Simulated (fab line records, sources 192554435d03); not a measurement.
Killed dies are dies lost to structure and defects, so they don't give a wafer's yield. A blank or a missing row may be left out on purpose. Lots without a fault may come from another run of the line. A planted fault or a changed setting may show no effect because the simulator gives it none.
Chamber matching | flow n5_finfet | N5_ILD0_ALD_15 on ald_sin-04: 4 sister chambers
The step deposits SiNx, target thk 24 nm, pulse time 1 s, ald cycles 480. 4 wafers are shown with their chamber, then 12 later ones without.

WAFERS WITH THEIR CHAMBER
wafer  | chamber | heater_power_w (W)
L089.3 | 0       | 833
L090.5 | 2       | 863
L092.3 | 1       | 822
L092.4 | 3       | 723

WAFERS WITHOUT THEIR CHAMBER
wafer  | heater_power_w (W)
L093.1 | 724
L093.2 | 810
L093.3 | 813
L093.4 | 822
L093.5 | 723
L093.6 | 813
L095.4 | 821
L095.5 | 807
L095.6 | 868
L096.2 | 798
L096.3 | 812
L096.6 | 706

WHICH CHAMBER EACH WENT THROUGH
wafer  | from the rows above     | in truth
L093.1 | 3                       | 3
L093.2 | can't be placed: 1 or 0 | 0
L093.3 | can't be placed: 1 or 0 | 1
L093.4 | can't be placed: 1 or 0 | 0
L093.5 | 3                       | 3
L093.6 | can't be placed: 1 or 0 | 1
L095.4 | can't be placed: 1 or 0 | 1
L095.5 | can't be placed: 1 or 0 | 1
L095.6 | 2                       | 2
L096.2 | can't be placed: 1 or 0 | 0
L096.3 | can't be placed: 1 or 0 | 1
L096.6 | 3                       | 3
Placed correctly: 4 of 12. Can't be placed from these rows: 8 (the true chamber is among the candidates in 8). Placed wrongly: 0.
How it was worked out, from the rows above alone: a wafer's distance from a chamber is the root of the sum, over the readings, of the square of ((its reading less the chamber's mean) divided by the reading's scatter). The wafer belongs to the nearest chamber; if the next one is less than 2 further off, it can't be placed. A chamber's mean is the mean of its shown wafers. The scatter: with one shown wafer a chamber, the root of the mean of the squares of how far each hidden wafer lies from its nearest shown one.
